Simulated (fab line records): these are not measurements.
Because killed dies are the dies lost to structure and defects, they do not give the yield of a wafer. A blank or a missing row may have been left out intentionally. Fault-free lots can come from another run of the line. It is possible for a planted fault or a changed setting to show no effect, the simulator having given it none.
Matching of chambers ; flow n5_finfet ; N5_BEOL_M1_ETCH_64 on rie_diel-03 has 4 sister chambers
The step etches SOC in N2/H2, target depth 75 nm, overetch 15 nm, time 112.5 s. 16 wafers are shown with their chamber, then 8 later ones without.

WAFERS, EACH WITH ITS CHAMBER
wafer;chamber;drypump_motor_current_A (A);showerhead_plenum_p_Torr (Torr);throttle_valve_pct (%)
L074.1;1;6.0;2.54;17.96
L074.3;3;6.3;2.49;18.20
L074.5;3;6.3;2.49;18.20
L076.1;3;6.3;2.49;18.21
L076.4;0;4.9;2.45;18.09
L076.6;1;6.1;2.54;17.98
L081.1;2;6.2;2.61;17.86
L081.2;0;4.9;2.44;18.11
L081.6;2;6.1;2.61;17.87
L082.1;2;6.2;2.61;17.88
L082.4;1;6.1;2.54;18.01
L082.5;0;4.9;2.44;18.11
L087.2;2;6.2;2.60;17.90
L087.3;1;6.1;2.53;18.03
L087.6;2;6.2;2.60;17.91
L089.1;0;4.9;2.44;18.13

SIGNATURES (means of the wafers above)
reading;chamber 0;chamber 1;chamber 2;chamber 3;scatter within a chamber
drypump_motor_current_A;4.900;6.075;6.180;6.300;0.0359
showerhead_plenum_p_Torr;2.4425;2.5375;2.6060;2.4900;0.00474
throttle_valve_pct;18.1100;17.9950;17.8840;18.2033;0.0214
Rule: a wafer's distance from a chamber is the root of the sum, over the readings, of the square of ((its reading less the chamber's mean) divided by the reading's scatter). If the next closest chamber is less than 2 further off than the closest, the wafer can't be placed; otherwise it belongs to the closest. The scatter is the square root of a quotient: the sum, over the shown wafers, of each reading's squared deviation from its chamber's mean, divided by wafers minus chambers.

WAFERS WHOSE CHAMBER IS MISSING
wafer;drypump_motor_current_A (A);showerhead_plenum_p_Torr (Torr);throttle_valve_pct (%)
L089.4;6.3;2.48;17.78
L089.6;6.0;2.53;18.04
L091.1;6.1;2.53;18.06
L091.2;6.3;2.48;17.80
L091.3;4.9;2.43;18.14
L091.4;4.9;2.43;18.15
L091.5;6.0;2.53;18.04
L091.6;6.3;2.48;17.80

EACH ONE'S CHAMBER
wafer;from the rows above;in truth
L089.4;1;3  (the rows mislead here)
L089.6;1;1
L091.1;1;1
L091.2;1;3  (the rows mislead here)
L091.3;0;0
L091.4;0;0
L091.5;1;1
L091.6;1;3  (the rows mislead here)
Correct placement for 5 of the 8. From these rows, 0 cannot be placed. Placed wrongly: 3.
